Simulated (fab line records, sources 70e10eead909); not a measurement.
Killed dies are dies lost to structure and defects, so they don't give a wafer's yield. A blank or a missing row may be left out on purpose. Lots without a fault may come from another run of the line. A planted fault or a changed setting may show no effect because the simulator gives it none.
fab line records | flow nand_harc
record lots=24 wafers=72 last_day=33
route steps=1302 shown A_CONTACT@1014
lots that met no fault: from a run of the same line without faults
start_h: hours from the record's first day to the start of the lot's first wafer shown | wait_h: hours since the lot's step before | " the same as in the row above | L1.1+2: a row that stands for several wafers | - no value, or no start given | * or withheld: withheld | < > ~ a bound
route shown NAME@n: a module of which the file shows steps, and the number in the route of the first | usual: mean/standard deviation of fault-free wafers | same: alike in all rows | chamber/n: place in a boat | sites: the reading at each site | _std_site: their standard deviation | _edge_site: outer sites' mean less inner sites' | radius_mm: how far each site lies from the wafer's centre | mask NAME#n: copy n | behind: the tool/chamber that last shaped the wafer | hold: why the lot was held/for how many hours/how that ended | device: the transistor (n, p or np) that didn't switch | end of line: the same wafers' tests at the end of the route | a step without rows: its recipe alone | killed: dies lost to structure and defects at the first sort, not the wafer's yield | map: a wafer's dies, x killed, . not, _ none there
set.NAME: the setting as run; set.NAME@STEP: as run at that earlier step | model.NAME: the simulator's own value behind a step, which no gauge read
steps of the route over a sample of lots; a table a step, a row a wafer
services: from which hour (start_h, from the record's first day; less than 0 if before it) a tool's chamber was out of use, for how many hours, and why
## steps
# step NHARC_A_CONTACT_ETCH_120
# recipe source_w=withheld pressure_mtorr=20 bias_v=3000 time_s=190 target_depth_a=18500 ar_flow_sccm=withheld c4f8_flow_sccm=withheld o2_flow_sccm=withheld chemistry=C4F8/O2/Ar
# usual oes_air_line_au=1.000/0.018
# columns lot.wafer tool chamber start_h wait_h oes_air_line_au rf_hours_counter_h
L076.1 har_cap_etch-03 0 509.54 0.1 1.048 39
L076.4 " 0 " " 1.035 -
L076.3 " 1 " " 0.986 -
L075.4 har_cap_etch-02 0 509.55 0.1 0.984 -
L075.6 " 1 " " 1.016 -
L075.5 " 0 " " 0.972 -
L077.3 har_cap_etch-02 1 514.23 0.1 0.995 -
L077.5 " 1 " " 0.974 -
L077.6 " 0 " " 1.030 -
L074.1 har_cap_etch-01 0 519.65 0.2 1.005 1
L074.5 " 1 " " 1.015 -
L074.6 " 0 " " 0.998 -
L078.1 har_cap_etch-01 1 528.03 0.2 1.017 4
L078.4 " 0 " " 1.017 -
L078.5 " 1 " " 0.964 -
L079.3 har_cap_etch-02 0 537.20 0.1 0.979 -
L079.4 " 1 " " 0.978 -
L079.6 " 1 " " 0.985 -
L080.1 har_cap_etch-01 0 538.06 0.1 1.015 8
L080.5 " 1 " " 0.981 -
L080.6 " 0 " " 1.011 -
L081.2 har_cap_etch-01 0 557.61 0.1 0.994 12
L081.1 " 1 " " 0.982 12
L081.5 " 0 " " 1.012 -
L082.1 har_cap_etch-03 0 567.45 0.1 1.009 52
L082.3 " 1 " " 1.011 -
L082.6 " 1 " " 1.016 -
L083.1 har_cap_etch-02 1 580.21 0.1 0.992 102
L083.4 " 0 " " 0.977 -
L083.3 " 1 " " 0.994 -
L084.2 har_cap_etch-02 1 591.88 0.1 0.992 104
L084.1 " 0 " " 0.994 104
L084.3 " 0 " " 1.005 -
L086.2 har_cap_etch-01 1 592.12 0.1 1.004 17
L086.6 " 1 " " 1.018 -
L086.5 " 0 " " 1.029 -
L085.3 har_cap_etch-02 1 600.10 0.1 0.981 -
L085.6 " 1 " " 1.001 -
L085.5 " 0 " " 1.007 -
L087.3 har_cap_etch-01 1 612.77 0.1 0.996 -
L087.4 " 0 " " 1.006 -
L087.5 " 0 " " 1.009 -
L089.2 har_cap_etch-02 0 635.53 0.1 1.007 111
L089.1 " 1 " " 0.987 111
L089.4 " 1 " " 1.000 -
L088.2 har_cap_etch-03 1 636.57 0.1 1.026 64
L088.5 " 0 " " 1.001 -
L088.6 " 1 " " 1.045 -
L091.2 har_cap_etch-03 0 650.15 0.1 0.985 67
L091.3 " 1 " " 0.983 -
L091.4 " 0 " " 0.958 -
L090.2 har_cap_etch-01 1 650.98 0.1 0.991 28
L090.1 " 0 " " 0.989 28
L090.4 " 1 " " 0.985 -
L092.1 har_cap_etch-03 1 669.32 0.2 0.998 70
L092.3 " 1 " " 0.997 -
L092.6 " 1 " " 0.992 -
L093.4 har_cap_etch-01 1 671.73 0.1 0.996 -
L093.5 " 1 " " 0.986 -
L093.6 " 0 " " 1.007 -
L094.1 har_cap_etch-03 1 698.53 0.1 0.986 75
L094.2 " 0 " " 0.992 75
L094.4 " 0 " " 1.039 -
L095.1 har_cap_etch-01 1 700.57 0.1 1.030 36
L095.4 " 1 " " 1.004 -
L095.3 " 0 " " 0.978 -
L096.1 har_cap_etch-02 1 705.21 0.2 0.988 123
L096.3 " 1 " " 0.991 -
L096.5 " 1 " " 0.993 -
L097.3 har_cap_etch-03 0 722.74 0.1 0.998 -
L097.4 " 1 " " 1.022 -
L097.5 " 1 " " 1.002 -
# step NHARC_A_CONTACT_CD_MEAS_69
# recipe target_cd_nm=300 landing_energy_ev=500
# usual cd_nm=300.2/0.57
# columns lot.wafer tool chamber start_h wait_h cd_nm
L076.1 cd_sem-01 0 516.38 - 300.3
L076.3 " 0 " " 300.9
L076.4 " 0 " " 300.2
L075.4 cd_sem-03 0 518.68 - 298.7
L075.5 " 0 " " 299.1
L075.6 " 0 " " 299.6
L077.3 cd_sem-01 0 521.89 - 300.9
L077.5 " 0 " " 300.5
L077.6 " 0 " " 300.5
L074.1 cd_sem-02 0 529.52 - 300.5
L074.5 " 0 " " 300.6
L074.6 " 0 " " 299.4
L078.1 cd_sem-01 0 539.89 - 300.7
L078.4 " 0 " " 300.3
L078.5 " 0 " " 300.4
L079.3 cd_sem-02 0 545.34 - 300.5
L079.4 " 0 " " 300.3
L079.6 " 0 " " 299.9
L080.1 cd_sem-03 0 545.82 - 299.4
L080.5 " 0 " " 299.5
L080.6 " 0 " " 300.5
L081.1 cd_sem-03 0 564.86 - 301.0
L081.2 " 0 " " 301.8
L081.5 " 0 " " 300.8
L082.1 cd_sem-01 0 574.06 - 300.7
L082.3 " 0 " " 300.9
L082.6 " 0 " " 300.9
L083.1 cd_sem-01 0 586.84 - 300.6
L083.3 " 0 " " 300.3
L083.4 " 0 " " 300.9
L084.1 cd_sem-03 0 598.84 - 300.7
L084.2 " 0 " " 300.6
L084.3 " 0 " " 300.3
L086.2 cd_sem-01 0 599.74 - 300.2
L086.5 " 0 " " 300.3
L086.6 " 0 " " 299.6
L085.3 cd_sem-01 0 607.40 - 300.3
L085.5 " 0 " " 300.3
L085.6 " 0 " " 300.1
L087.3 cd_sem-02 0 620.38 - 301.1
L087.4 " 0 " " 300.4
L087.5 " 0 " " 300.3
L089.1 cd_sem-01 0 642.14 - 299.6
L089.2 " 0 " " 300.5
L089.4 " 0 " " 299.8
L088.2 cd_sem-02 0 643.22 - 299.6
L088.5 " 0 " " 299.6
L088.6 " 0 " " 299.8
L091.2 cd_sem-01 0 659.22 - 300.9
L091.3 " 0 " " 299.7
L091.4 " 0 " " 300.5
L090.1 cd_sem-03 0 660.22 - 300.6
L090.2 " 0 " " 299.2
L090.4 " 0 " " 300.7
L092.1 cd_sem-02 0 677.09 - 300.8
L092.3 " 0 " " 300.9
L092.6 " 0 " " 300.9
L093.4 cd_sem-01 0 684.64 - 299.8
L093.5 " 0 " " 300.1
L093.6 " 0 " " 300.1
L094.1 cd_sem-02 0 705.15 - 301.1
L094.2 " 0 " " 301.3
L094.4 " 0 " " 301.8
L095.1 cd_sem-02 0 707.56 - 299.5
L095.3 " 0 " " 300.0
L095.4 " 0 " " 300.2
L096.1 cd_sem-01 0 712.25 - 300.2
L096.3 " 0 " " 298.8
L096.5 " 0 " " 299.7
L097.3 cd_sem-03 0 729.75 - 299.9
L097.4 " 0 " " 300.3
L097.5 " 0 " " 299.9
# step NHARC_A_CONTACT_INSPECT_71
# usual raw_defect_count=81/37
# columns lot.wafer tool chamber start_h wait_h raw_defect_count
L076.1 defect_inspect-02 - 516.50 0.0 12
L076.3 " - " " 20
L076.4 " - " " 10
L075.4 defect_inspect-01 - 518.80 0.0 92
L075.5 " - " " 84
L075.6 " - " " 101
L077.3 defect_inspect-01 - 522.01 0.0 120
L077.5 " - " " 127
L077.6 " - " " 113
L074.1 defect_inspect-01 - 529.64 0.0 108
L074.5 " - " " 95
L074.6 " - " " 107
L078.1 defect_inspect-01 - 540.02 0.0 20
L078.4 " - " " 16
L078.5 " - " " 22
L079.3 defect_inspect-02 - 545.46 0.0 166
L079.4 " - " " 146
L079.6 " - " " 153
L080.1 defect_inspect-01 - 545.95 0.0 15
L080.5 " - " " 20
L080.6 " - " " 16
L081.1 defect_inspect-02 - 564.98 0.0 77
L081.2 " - " " 78
L081.5 " - " " 92
L082.1 defect_inspect-01 - 574.19 0.0 114
L082.3 " - " " 100
L082.6 " - " " 126
L083.1 defect_inspect-02 - 586.97 0.0 82
L083.3 " - " " 74
L083.4 " - " " 92
L084.1 defect_inspect-02 - 598.96 0.0 77
L084.2 " - " " 73
L084.3 " - " " 96
L086.2 defect_inspect-02 - 599.86 0.0 69
L086.5 " - " " 67
L086.6 " - " " 69
L085.3 defect_inspect-01 - 607.52 0.0 92
L085.5 " - " " 109
L085.6 " - " " 87
L087.3 defect_inspect-02 - 620.50 0.0 28
L087.4 " - " " 20
L087.5 " - " " 29
L089.1 defect_inspect-01 - 642.27 0.0 105
L089.2 " - " " 97
L089.4 " - " " 101
L088.2 defect_inspect-02 - 643.36 0.0 63
L088.5 " - " " 69
L088.6 " - " " 70
L091.2 defect_inspect-02 - 659.34 0.0 160
L091.3 " - " " 128
L091.4 " - " " 161
L090.1 defect_inspect-02 - 660.34 0.0 54
L090.2 " - " " 55
L090.4 " - " " 46
L092.1 defect_inspect-02 - 677.22 0.0 81
L092.3 " - " " 70
L092.6 " - " " 70
L093.4 defect_inspect-01 - 684.76 0.0 123
L093.5 " - " " 104
L093.6 " - " " 111
L094.1 defect_inspect-02 - 705.27 0.0 93
L094.2 " - " " 105
L094.4 " - " " 113
L095.1 defect_inspect-02 - 707.69 0.0 87
L095.3 " - " " 84
L095.4 " - " " 78
L096.1 defect_inspect-01 - 712.37 0.0 89
L096.3 " - " " 93
L096.5 " - " " 86
L097.3 defect_inspect-02 - 729.87 0.0 69
L097.4 " - " " 57
L097.5 " - " " 62
# step NHARC_A_CONTACT_DESCUM_74
# recipe time_s=3 o2_flow_sccm=200 ar_flow_sccm=0 bias_power_w=0 chemistry=O2
# usual drypump_motor_current_A=5.9/0.31 oes_product_au=1.001/0.01 rf_vpp_V=57.5/0.83 showerhead_plenum_p_Torr=1.86/0.057 throttle_valve_pct=11.311/0.0088
# columns lot.wafer tool chamber start_h wait_h drypump_motor_current_A oes_product_au rf_hours_counter_h rf_vpp_V showerhead_plenum_p_Torr throttle_valve_pct
L076.4 rie_diel-11 1 516.56 0.1 5.9 0.996 14 56.6 1.89 11.313
L076.1 " 2 " " 5.7 1.008 13 58.6 1.84 11.318
L076.3 " 0 " " 5.9 1.000 15 58.8 1.78 11.312
L075.4 rie_diel-11 2 518.88 0.1 5.7 1.000 14 57.2 1.84 11.312
L075.6 " 0 " " 5.9 0.988 - 57.2 1.78 11.299
L075.5 " 1 " " 5.9 0.995 - 57.8 1.89 11.326
L077.3 rie_diel-06 3 522.08 0.1 5.9 0.983 8 56.1 1.88 11.317
L077.6 " 1 " " 5.7 1.001 - 57.1 1.88 11.303
L077.5 " 2 " " 6.6 0.991 - 57.1 1.86 11.314
L074.1 rie_diel-11 3 529.73 0.1 6.2 1.020 18 57.3 1.86 11.321
L074.5 " 0 " " 5.9 1.007 - 57.7 1.78 11.310
L074.6 " 1 " " 5.9 1.010 - 56.9 1.89 11.311
L078.1 rie_diel-11 2 540.09 0.1 5.7 1.005 20 57.4 1.83 11.326
L078.5 " 1 " " 5.9 0.993 - 57.4 1.89 11.307
L078.4 " 0 " " 5.9 0.995 - 58.3 1.78 11.323
L079.4 rie_diel-11 3 545.53 0.1 6.2 1.018 21 57.0 1.86 11.300
L079.3 " 0 " " 5.9 0.999 24 56.9 1.78 11.302
L079.6 " 3 " " 6.2 1.006 - 58.1 1.86 11.320
L080.1 rie_diel-11 2 546.02 0.1 5.7 0.988 21 58.1 1.83 11.317
L080.6 " 0 " " 5.9 1.004 - 56.2 1.78 11.302
L080.5 " 1 " " 5.8 0.991 - 58.5 1.89 11.308
L081.2 rie_diel-11 3 565.05 0.1 6.2 1.018 25 57.3 1.86 11.320
L081.1 " 0 " " 5.9 0.998 27 57.4 1.78 11.323
L081.5 " 3 " " 6.2 1.014 - 56.6 1.86 11.321
L082.1 rie_diel-06 2 574.26 0.1 6.6 0.993 30 58.4 1.85 11.295
L082.3 " 0 " " 5.5 0.983 23 57.5 2.01 11.311
L082.6 " 0 " " 5.5 0.992 - 57.9 2.01 11.294
L083.4 rie_diel-11 3 587.03 0.1 6.2 1.003 29 59.4 1.86 11.304
L083.3 " 0 " " 5.9 0.996 30 58.4 1.78 11.319
L083.1 " 1 " " 5.9 0.999 28 56.7 1.89 11.316
L084.1 rie_diel-11 0 599.03 0.1 5.9 1.000 32 56.8 1.78 11.319
L084.3 " 1 " " 5.9 0.996 31 57.3 1.88 11.311
L084.2 " 2 " " 5.7 1.006 32 57.1 1.83 11.313
L086.2 rie_diel-08 0 599.93 0.1 5.2 1.029 11 57.6 1.89 11.305
L086.6 " 3 " " 5.5 0.997 - 57.6 1.78 11.305
L086.5 " 0 " " 5.2 1.016 - 58.7 1.89 11.300
L085.3 rie_diel-06 3 607.59 0.1 5.9 1.001 33 58.5 1.87 11.314
L085.6 " 2 " " 6.6 0.989 - 58.2 1.85 11.299
L085.5 " 3 " " 5.9 1.004 - 55.5 1.87 11.299
L087.3 rie_diel-08 0 620.58 0.1 5.2 1.021 22 58.2 1.89 11.318
L087.4 " 1 " " 5.8 1.022 20 58.1 1.93 11.307
L087.5 " 2 " " 5.4 1.002 - 57.9 1.87 11.304
L089.2 rie_diel-11 2 642.33 0.1 5.7 1.011 2 57.7 1.83 11.304
L089.1 " 1 " " 5.9 0.988 1 57.4 1.88 11.320
L089.4 " 2 " " 5.7 1.017 - 56.3 1.83 11.298
L088.2 rie_diel-06 3 643.52 0.2 5.9 1.000 47 56.0 1.87 11.312
L088.5 " 3 " " 5.9 0.995 - 57.5 1.87 11.300
L088.6 " 0 " " 5.5 0.996 - 57.9 2.00 11.320
L091.3 rie_diel-11 0 659.40 0.1 5.9 1.005 4 57.8 1.78 11.321
L091.2 " 1 " " 5.9 0.999 6 57.3 1.88 11.332
L091.4 " 1 " " 5.9 0.997 - 58.8 1.88 11.291
L090.4 rie_diel-06 0 660.40 0.1 5.5 0.989 51 58.7 2.00 11.305
L090.2 " 1 " " 5.7 0.998 51 58.1 1.87 11.322
L090.1 " 2 " " 6.6 0.991 64 57.0 1.84 11.310
L092.3 rie_diel-11 3 677.28 0.1 6.2 1.001 9 56.9 1.85 11.307
L092.1 " 2 " " 5.7 1.014 8 56.9 1.83 11.304
L092.6 " 0 " " 5.9 0.994 - 58.0 1.77 11.324
L093.4 rie_diel-08 0 684.84 0.1 5.2 1.018 43 57.8 1.88 11.305
L093.6 " 2 " " 5.4 0.999 - 58.6 1.87 11.307
L093.5 " 3 " " 5.5 0.987 - 57.5 1.77 11.318
L094.1 rie_diel-11 1 705.34 0.1 5.9 1.000 14 57.6 1.88 11.309
L094.2 " 3 " " 6.2 1.016 14 57.7 1.85 11.308
L094.4 " 3 " " 6.2 1.009 - 57.0 1.85 11.316
L095.3 rie_diel-06 1 707.75 0.1 5.7 1.018 9 58.0 1.86 11.313
L095.4 " 2 " " 6.6 0.980 11 57.3 1.84 11.295
L095.1 " 0 " " 5.5 0.998 8 58.4 2.00 11.318
L096.1 rie_diel-06 2 712.45 0.1 6.6 0.982 13 56.7 1.84 11.320
L096.3 " 3 " " 5.9 0.991 15 57.7 1.86 11.314
L096.5 " 1 " " 5.7 1.007 - 57.5 1.86 11.309
L097.4 rie_diel-11 1 729.93 0.1 5.9 1.003 18 59.2 1.88 11.313
L097.3 " 2 " " 5.7 1.024 15 55.6 1.83 11.298
L097.5 " 1 " " 5.9 1.006 - 57.6 1.88 11.304
# step NHARC_A_CONTACT_ETCH_127
# recipe source_w=withheld pressure_mtorr=20 bias_v=3000 time_s=197 target_depth_a=19180 ar_flow_sccm=withheld c4f8_flow_sccm=withheld o2_flow_sccm=withheld chemistry=C4F8/O2/Ar
# usual oes_air_line_au=1.002/0.022
# columns lot.wafer tool chamber start_h wait_h oes_air_line_au rf_hours_counter_h
L076.1 har_cap_etch-03 0 518.69 0.1 0.996 41
L076.4 " 1 " " 1.056 -
L076.3 " 0 " " 0.993 -
L075.4 har_cap_etch-02 0 521.02 0.1 1.000 -
L075.5 " 0 " " 0.990 -
L075.6 " 1 " " 1.021 -
L077.3 har_cap_etch-03 1 524.22 0.1 1.024 -
L077.6 " 1 " " 1.015 -
L077.5 " 0 " " 0.994 -
L074.1 har_cap_etch-01 0 531.79 0.1 1.010 5
L074.5 " 0 " " 1.031 -
L074.6 " 1 " " 0.988 -
L078.1 har_cap_etch-02 1 542.52 0.1 0.993 94
L078.4 " 0 " " 0.984 -
L078.5 " 0 " " 1.025 -
L079.3 har_cap_etch-01 0 547.69 0.1 1.014 -
L079.4 " 1 " " 0.969 -
L079.6 " 0 " " 1.000 -
L080.1 har_cap_etch-03 1 548.68 0.1 1.033 48
L080.6 " 0 " " 1.026 -
L080.5 " 1 " " 1.033 -
L081.2 har_cap_etch-02 0 567.14 0.1 0.981 99
L081.1 " 1 " " 1.016 99
L081.5 " 0 " " 0.982 -
L082.1 har_cap_etch-03 0 576.67 0.1 1.008 54
L082.3 " 0 " " 1.019 -
L082.6 " 0 " " 1.049 -
L083.1 har_cap_etch-03 0 589.15 0.1 0.971 55
L083.3 " 1 " " 1.019 -
L083.4 " 0 " " 1.013 -
L084.2 har_cap_etch-01 0 601.12 0.1 0.979 18
L084.1 " 1 " " 1.003 18
L084.3 " 1 " " 1.008 -
L086.2 har_cap_etch-03 0 602.51 0.2 0.961 58
L086.5 " 0 " " 0.938 -
L086.6 " 1 " " 1.000 -
L085.3 har_cap_etch-01 0 609.73 0.1 1.025 -
L085.6 " 0 " " 1.009 -
L085.5 " 1 " " 1.022 -
L087.4 har_cap_etch-03 1 622.71 0.1 1.004 -
L087.3 " 0 " " 1.004 -
L087.5 " 1 " " 1.027 -
L088.2 har_cap_etch-01 1 645.65 0.1 0.990 25
L088.6 " 0 " " 1.015 -
L088.5 " 1 " " 0.971 -
L089.2 har_cap_etch-02 1 645.79 0.1 1.002 112
L089.1 " 0 " " 0.998 112
L089.4 " 0 " " 0.987 -
L091.2 har_cap_etch-01 1 661.80 0.1 1.024 29
L091.3 " 1 " " 1.012 -
L091.4 " 0 " " 0.993 -
L090.2 har_cap_etch-02 1 662.51 0.1 0.960 116
L090.1 " 0 " " 0.973 116
L090.4 " 1 " " 0.967 -
L092.1 har_cap_etch-02 0 679.61 0.2 1.030 119
L092.3 " 0 " " 0.994 -
L092.6 " 1 " " 0.992 -
L093.4 har_cap_etch-01 1 686.98 0.1 0.989 -
L093.6 " 1 " " 0.983 -
L093.5 " 0 " " 1.011 -
L094.2 har_cap_etch-03 1 707.82 0.1 0.973 76
L094.1 " 0 " " 0.991 76
L094.4 " 1 " " 0.997 -
L095.1 har_cap_etch-01 0 709.84 0.1 1.016 37
L095.4 " 0 " " 1.028 -
L095.3 " 1 " " 1.007 -
L096.1 har_cap_etch-02 1 714.52 0.1 0.994 124
L096.3 " 0 " " 1.036 -
L096.5 " 0 " " 0.995 -
L097.4 har_cap_etch-03 1 732.09 0.1 0.981 -
L097.3 " 0 " " 1.008 -
L097.5 " 1 " " 1.001 -
# step NHARC_A_CONTACT_ETCH_130
# recipe source_w=withheld pressure_mtorr=20 bias_v=3000 time_s=197 target_depth_a=19180 ar_flow_sccm=withheld c4f8_flow_sccm=withheld o2_flow_sccm=withheld chemistry=C4F8/O2/Ar
# usual oes_air_line_au=0.997/0.02
# columns lot.wafer tool chamber start_h wait_h oes_air_line_au rf_hours_counter_h
L076.1 har_cap_etch-03 0 519.23 0.1 1.025 41
L076.4 " 1 " " 1.003 -
L076.3 " 0 " " 0.986 -
L075.4 har_cap_etch-02 0 521.55 0.1 1.056 -
L075.5 " 0 " " 1.018 -
L075.6 " 1 " " 1.010 -
L077.3 har_cap_etch-03 1 524.75 0.1 1.021 -
L077.6 " 1 " " 0.969 -
L077.5 " 0 " " 0.991 -
L074.1 har_cap_etch-01 0 532.32 0.1 0.988 6
L074.5 " 0 " " 1.003 -
L074.6 " 1 " " 0.999 -
L078.1 har_cap_etch-02 1 543.04 0.1 0.989 95
L078.4 " 0 " " 1.011 -
L078.5 " 0 " " 1.021 -
L079.3 har_cap_etch-01 0 548.22 0.1 0.992 -
L079.4 " 1 " " 0.987 -
L079.6 " 0 " " 0.997 -
L080.1 har_cap_etch-03 1 549.21 0.1 0.997 49
L080.6 " 0 " " 1.020 -
L080.5 " 1 " " 0.977 -
L081.2 har_cap_etch-02 0 567.67 0.1 0.988 99
L081.1 " 1 " " 0.983 99
L081.5 " 0 " " 0.979 -
L082.1 har_cap_etch-03 0 577.20 0.1 1.007 54
L082.3 " 0 " " 1.016 -
L082.6 " 0 " " 0.993 -
L083.1 har_cap_etch-03 0 589.69 0.1 0.999 56
L083.3 " 1 " " 0.970 -
L083.4 " 0 " " 0.964 -
L084.2 har_cap_etch-01 0 601.65 0.1 1.017 19
L084.1 " 1 " " 1.016 19
L084.3 " 1 " " 1.009 -
L086.2 har_cap_etch-03 0 603.23 0.2 1.007 59
L086.5 " 0 " " 1.004 -
L086.6 " 1 " " 1.015 -
L085.3 har_cap_etch-01 0 610.26 0.1 1.017 -
L085.6 " 0 " " 1.003 -
L085.5 " 1 " " 1.005 -
L087.4 har_cap_etch-03 1 623.24 0.1 1.042 -
L087.3 " 0 " " 0.966 -
L087.5 " 1 " " 1.008 -
L088.2 har_cap_etch-01 1 646.18 0.1 0.963 26
L088.6 " 0 " " 0.992 -
L088.5 " 1 " " 0.980 -
L089.2 har_cap_etch-02 1 646.33 0.1 0.987 113
L089.1 " 0 " " 0.999 113
L089.4 " 0 " " 1.006 -
L091.2 har_cap_etch-01 1 662.33 0.1 1.004 30
L091.3 " 1 " " 0.995 -
L091.4 " 0 " " 0.994 -
L090.2 har_cap_etch-02 1 663.03 0.1 0.981 116
L090.1 " 0 " " 0.963 116
L090.4 " 1 " " 1.010 -
L092.1 har_cap_etch-02 0 680.32 0.2 0.975 119
L092.3 " 0 " " 1.016 -
L092.6 " 1 " " 0.985 -
L093.4 har_cap_etch-01 1 687.51 0.1 1.006 -
L093.6 " 1 " " 1.018 -
L093.5 " 0 " " 1.035 -
L094.2 har_cap_etch-03 1 708.35 0.1 0.994 77
L094.1 " 0 " " 0.971 77
L094.4 " 1 " " 1.004 -
L095.1 har_cap_etch-01 0 710.37 0.1 0.950 38
L095.4 " 0 " " 0.992 -
L095.3 " 1 " " 1.005 -
L096.1 har_cap_etch-02 1 715.05 0.1 1.007 125
L096.3 " 0 " " 0.966 -
L096.5 " 0 " " 0.946 -
L097.4 har_cap_etch-03 1 732.62 0.1 1.014 -
L097.3 " 0 " " 0.995 -
L097.5 " 1 " " 0.993 -
## services
# columns tool chamber start_h hours kind
rie_diel-11 0 490.52 - clean
har_cap_etch-01 - 498.15 17.0 pm
har_cap_etch-01 0 498.15 17.0 vent_cycle
har_cap_etch-01 1 498.15 17.0 vent_cycle
rie_diel-08 1 507.94 34.1 repair
rie_diel-08 - 510.07 0.4 repair
har_cap_etch-01 0 515.15 - clean
har_cap_etch-01 1 515.15 - clean
rie_diel-11 - 524.67 0.5 repair
rie_diel-11 3 538.83 4.8 repair
rie_diel-08 - 548.92 9.0 pm
rie_diel-06 - 552.38 2.1 repair
rie_diel-06 3 573.18 5.0 repair
rie_diel-08 - 590.30 1.9 repair
rie_diel-08 1 597.98 6.9 repair
rie_diel-11 - 610.09 9.0 pm
rie_diel-11 0 638.44 8.4 repair
rie_diel-11 3 641.77 4.4 repair
rie_diel-11 2 655.86 10.1 repair
rie_diel-06 - 661.74 9.0 pm
rie_diel-11 2 703.06 4.4 repair
rie_diel-11 2 723.19 3.4 repair
rie_diel-08 - 725.92 9.0 pm
rie_diel-06 - 727.38 0.1 repair
## key
fault none
